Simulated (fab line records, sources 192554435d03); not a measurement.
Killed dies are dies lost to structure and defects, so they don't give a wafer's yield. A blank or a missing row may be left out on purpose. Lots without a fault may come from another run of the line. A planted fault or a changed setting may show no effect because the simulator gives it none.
Chamber matching | flow n5_finfet | N5_BEOL_M2_PECVD_72 on pecvd-01: 3 sister chambers
The step deposits SiO2 from TEOS/O2, target thk 16 nm, time 18 s. 3 wafers are shown with their chamber, then 7 later ones without.

WAFERS WITH THEIR CHAMBER
wafer  | chamber | showerhead_plenum_p_Torr (Torr)
L087.2 | 1       | 8.85
L088.1 | 0       | 8.72
L088.4 | 2       | 8.80

WAFERS WITHOUT THEIR CHAMBER
wafer  | showerhead_plenum_p_Torr (Torr)
L088.6 | 8.74
L093.1 | 8.81
L093.5 | 8.73
L093.6 | 8.87
L095.2 | 8.83
L095.3 | 8.84
L095.4 | 8.86

WHICH CHAMBER EACH WENT THROUGH
wafer  | from the rows above     | in truth
L088.6 | 0                       | 0
L093.1 | can't be placed: 2 or 1 | 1
L093.5 | 0                       | 0
L093.6 | 1                       | 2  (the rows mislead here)
L095.2 | can't be placed: 1 or 2 | 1
L095.3 | can't be placed: 1 or 2 | 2
L095.4 | 1                       | 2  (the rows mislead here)
Placed correctly: 2 of 7. Can't be placed from these rows: 3 (the true chamber is among the candidates in 3). Placed wrongly: 2.
How it was worked out, from the rows above alone: a wafer's distance from a chamber is the root of the sum, over the readings, of the square of ((its reading less the chamber's mean) divided by the reading's scatter). The wafer belongs to the nearest chamber; if the next one is less than 2 further off, it can't be placed. A chamber's mean is the mean of its shown wafers. The scatter: with one shown wafer a chamber, the root of the mean of the squares of how far each hidden wafer lies from its nearest shown one.
